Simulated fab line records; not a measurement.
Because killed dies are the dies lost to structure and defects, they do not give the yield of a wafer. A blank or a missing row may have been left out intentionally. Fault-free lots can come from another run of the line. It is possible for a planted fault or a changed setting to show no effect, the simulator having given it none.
Which tool did it?	flow nand_harc	24 lots, 72 wafers sampled, at 4 steps of a route of 1302

## WHAT THE GAUGES READ, wafer by wafer
NHARC_P_M2_THK_MEAS_24: measures by xrf. Usual: thk_nm reads 144.3 nm (standard deviation 1.7).
lot	measured	on	thk_nm (nm)	flag
L075	day 7 01:27	film_metro-01	145.0 145.9 142.9	
L074	day 7 02:08	film_metro-01	143.5 142.5 143.4	
L076	day 7 13:41	film_metro-02	141.4 143.6 142.1	
L077	day 8 06:40	film_metro-01	146.6 141.4 145.7	
L078	day 8 11:41	film_metro-02	146.8 144.4 145.4	
L079	day 8 17:29	film_metro-01	146.3 143.9 144.4	
L080	day 9 01:32	film_metro-02	144.7 146.0 144.6	
L081	day 9 08:10	film_metro-01	145.2 145.9 145.7	
L082	day 9 18:57	film_metro-02	146.2 143.1 142.7	
L083	day 10 07:37	film_metro-02	143.8 144.1 144.6	
L084	day 10 19:13	film_metro-02	145.1 142.8 146.3	
L085	day 11 02:29	film_metro-01	143.1 146.2 145.1	
L086	day 11 08:52	film_metro-02	142.6 142.2 146.3	
L087	day 12 12:44	film_metro-01	142.0 142.3 146.6	
L089	day 12 13:50	film_metro-01	144.2 147.1 143.0	
L088	day 12 15:23	film_metro-01	142.6 143.3 142.4	
L090	day 13 08:28	film_metro-02	145.6 143.0 145.2	
L091	day 13 12:59	film_metro-01	143.1 143.5 145.6	
L092	day 13 23:01	film_metro-01	142.8 145.8 143.6	
L093	day 14 07:50	film_metro-02	140.5 144.0 140.7	
L094	day 15 02:41	film_metro-01	144.1 144.9 141.3	
L095	day 15 07:21	film_metro-01	145.0 147.1 144.7	
L096	day 15 12:05	film_metro-02	143.3 140.5 145.0	
L097	day 16 02:51	film_metro-02	143.3 145.3 145.5	

NHARC_P_M2_INSPECT_27. Usual: raw_defect_count reads 306 (standard deviation 110).
lot	measured	on	raw_defect_count	flag
L075	day 7 01:37	defect_inspect-01	649 245 338	
L074	day 7 02:17	defect_inspect-01	268 395 414	
L076	day 7 13:50	defect_inspect-02	166 331 208	
L077	day 8 06:50	defect_inspect-02	269 584 464	
L078	day 8 11:50	defect_inspect-01	191 192 276	
L079	day 8 17:38	defect_inspect-02	216 248 184	
L080	day 9 01:42	defect_inspect-01	250 354 198	
L081	day 9 08:20	defect_inspect-02	184 129 364	
L082	day 9 19:07	defect_inspect-01	125 208 172	
L083	day 10 07:46	defect_inspect-02	217 214 255	
L084	day 10 19:22	defect_inspect-02	222 212 340	
L085	day 11 02:39	defect_inspect-01	228 185 146	
L086	day 11 09:02	defect_inspect-01	273 342 206	
L087	day 12 12:53	defect_inspect-01	345 507 262	
L089	day 12 13:59	defect_inspect-01	342 271 416	
L088	day 12 15:33	defect_inspect-02	310 382 442	
L090	day 13 08:37	defect_inspect-02	384 185 251	
L091	day 13 13:09	defect_inspect-01	442 302 466	
L092	day 13 23:10	defect_inspect-02	306 474 413	
L093	day 14 07:59	defect_inspect-01	575 535 356	
L094	day 15 02:50	defect_inspect-02	364 255 261	
L095	day 15 07:30	defect_inspect-02	356 230 318	
L096	day 15 12:14	defect_inspect-02	489 214 285	
L097	day 16 03:01	defect_inspect-01	316 272 325	

## EACH LOT AND THE TOOL THAT RAN IT (in order: tool; ch and the chambers of the sampled wafers; start)
lot	NHARC_P_M1_ANNEAL_31	NHARC_P_M1_CMP_23
L075	rtp_anneal-02 ch 0, day 6 20:40	cmp-04 ch 0,1,3, day 6 21:02
L074	rtp_anneal-02 ch 0, day 6 21:19	cmp-01 ch 1,2, day 6 21:35
L076	rtp_anneal-02 ch 0, day 7 08:50	cmp-02 ch 0,1,2, day 7 09:11
L077	rtp_anneal-02 ch 0, day 7 23:24	cmp-02 ch 0,2,3, day 7 23:41
L078	rtp_anneal-02 ch 0, day 8 06:52	cmp-02 ch 0,2,3, day 8 07:16
L079	rtp_anneal-01 ch 0, day 8 12:40	cmp-04 ch 0,1, day 8 13:02
L080	rtp_anneal-02 ch 0, day 8 20:42	cmp-02 ch 0,1,3, day 8 21:03
L081	rtp_anneal-02 ch 0, day 9 03:20	cmp-04 ch 0,1,2, day 9 03:44
L082	rtp_anneal-02 ch 0, day 9 14:04	cmp-02 ch 0,1,2, day 9 14:26
L083	rtp_anneal-01 ch 0, day 10 02:51	cmp-01 ch 2,3, day 10 03:09
L084	rtp_anneal-01 ch 0, day 10 14:20	cmp-04 ch 0,1,2, day 10 14:41
L085	rtp_anneal-02 ch 0, day 10 21:45	cmp-01 ch 0,1,2, day 10 22:03
L086	rtp_anneal-01 ch 0, day 11 04:04	cmp-01 ch 0,1,3, day 11 04:25
L087	rtp_anneal-02 ch 0, day 12 07:49	cmp-02 ch 1,2,3, day 12 08:10
L089	rtp_anneal-01 ch 0, day 12 08:29	cmp-04 ch 1,2, day 12 08:51
L088	rtp_anneal-01 ch 0, day 12 10:41	cmp-02 ch 0,2,3, day 12 10:56
L090	rtp_anneal-01 ch 0, day 13 03:41	cmp-01 ch 0,1, day 13 03:56
L091	rtp_anneal-01 ch 0, day 13 08:07	cmp-01 ch 0,1,3, day 13 08:31
L092	rtp_anneal-01 ch 0, day 13 18:20	cmp-01 ch 0,1,3, day 13 18:40
L093	rtp_anneal-01 ch 0, day 14 03:01	cmp-01 ch 1,2, day 14 03:24
L094	rtp_anneal-01 ch 0, day 14 21:56	cmp-04 ch 0,1,2, day 14 22:19
L095	rtp_anneal-02 ch 0, day 15 02:20	cmp-01 ch 0,1, day 15 02:41
L096	rtp_anneal-02 ch 0, day 15 07:16	cmp-04 ch 0,1,2, day 15 07:37
L097	rtp_anneal-02 ch 0, day 15 22:02	cmp-04 ch 0,1, day 15 22:23
- NHARC_P_M1_ANNEAL_31: time 90 s.
- NHARC_P_M1_CMP_23: polishes, t overpolish 20 s, target thk 157.82 nm.

## AS READ BY THE TOOLS THEMSELVES (means over the sampled wafers that have a number; for cases with no such wafer, the mark the record gives instead)
NHARC_P_M1_ANNEAL_31. Usual: wafer_temp_C_max reads 226.1 (standard deviation 0.49).
lot	tool	wafer_temp_C_max	flag
L075	rtp_anneal-02	225.5	
L074	rtp_anneal-02	225.5	
L076	rtp_anneal-02	225.6	
L077	rtp_anneal-02	225.8	
L078	rtp_anneal-02	225.8	
L079	rtp_anneal-01	226.4	
L080	rtp_anneal-02	225.6	
L081	rtp_anneal-02	225.8	
L082	rtp_anneal-02	225.8	
L083	rtp_anneal-01	226.7	
L084	rtp_anneal-01	226.3	
L085	rtp_anneal-02	225.7	
L086	rtp_anneal-01	226.4	
L087	rtp_anneal-02	225.6	
L089	rtp_anneal-01	226.6	
L088	rtp_anneal-01	226.6	
L090	rtp_anneal-01	226.4	
L091	rtp_anneal-01	226.6	
L092	rtp_anneal-01	226.6	
L093	rtp_anneal-01	226.8	
L094	rtp_anneal-01	226.6	
L095	rtp_anneal-02	225.6	
L096	rtp_anneal-02	225.6	
L097	rtp_anneal-02	225.8	

NHARC_P_M1_CMP_23. Usual: motor_current_A 11.6 A, standard deviation 0.83; pad_life_wafers 140, standard deviation 70; slurry_flow_ml_min 150.0, standard deviation 0.43; time_to_endpoint_s 29 s, standard deviation 3.1.
lot	tool	motor_current_A (A)	pad_life_wafers	slurry_flow_ml_min	time_to_endpoint_s (s)	flag
L075	cmp-04	11.7	86	149.7	28	
L074	cmp-01	11.6	200	149.8	30	
L076	cmp-02	11.6	49	150.4	27	
L077	cmp-02	11.9	103	150.3	27	
L078	cmp-02	11.4	134	150.1	29	
L079	cmp-04	12.8	230	150.0	26	
L080	cmp-02	10.8	181	150.2	30	
L081	cmp-04	11.6	254	150.2	27	
L082	cmp-02	11.2	272	149.9	32	
L083	cmp-01	11.3	80	150.1	30	
L084	cmp-04	11.9	68	150.2	25	
L085	cmp-01	11.8	187	150.1	31	
L086	cmp-01	11.7	218	150.1	31	
L087	cmp-02	11.9	146	150.1	32	
L089	cmp-04	11.3	206	149.8	26	
L088	cmp-02	11.9	151	149.9	29	
L090	cmp-01	11.9	20	150.1	27	
L091	cmp-01	11.5	44	150.1	31	
L092	cmp-01	11.7	74	149.8	31	
L093	cmp-01	12.2	109	149.8	33	
L094	cmp-04	11.2	80	149.8	24	
L095	cmp-01	12.2	210	150.1	31	
L096	cmp-04	11.6	110	149.9	24	
L097	cmp-04	11.8	162	149.9	29	

## THE ANSWER, worked out from the rows above alone
Rule: a lot is off if the mean of its wafers that have a number lies more than 3 standard deviations from the usual mean. Also off: a lot with no number at a reading for which 4 or more lots have one. All remaining lots with rows at the step are treated as sound. Order of review: gauges by route order, followed by the tools' own readings, for which a lot's mean as printed above is used. The first step at which some lot is off is used, and at that step the reading that is off furthest; a lot without a number counts as furthest.
No lot is off on any of the readings shown, so nothing can be concluded from this.

## WHAT THE SIMULATOR PUT IN
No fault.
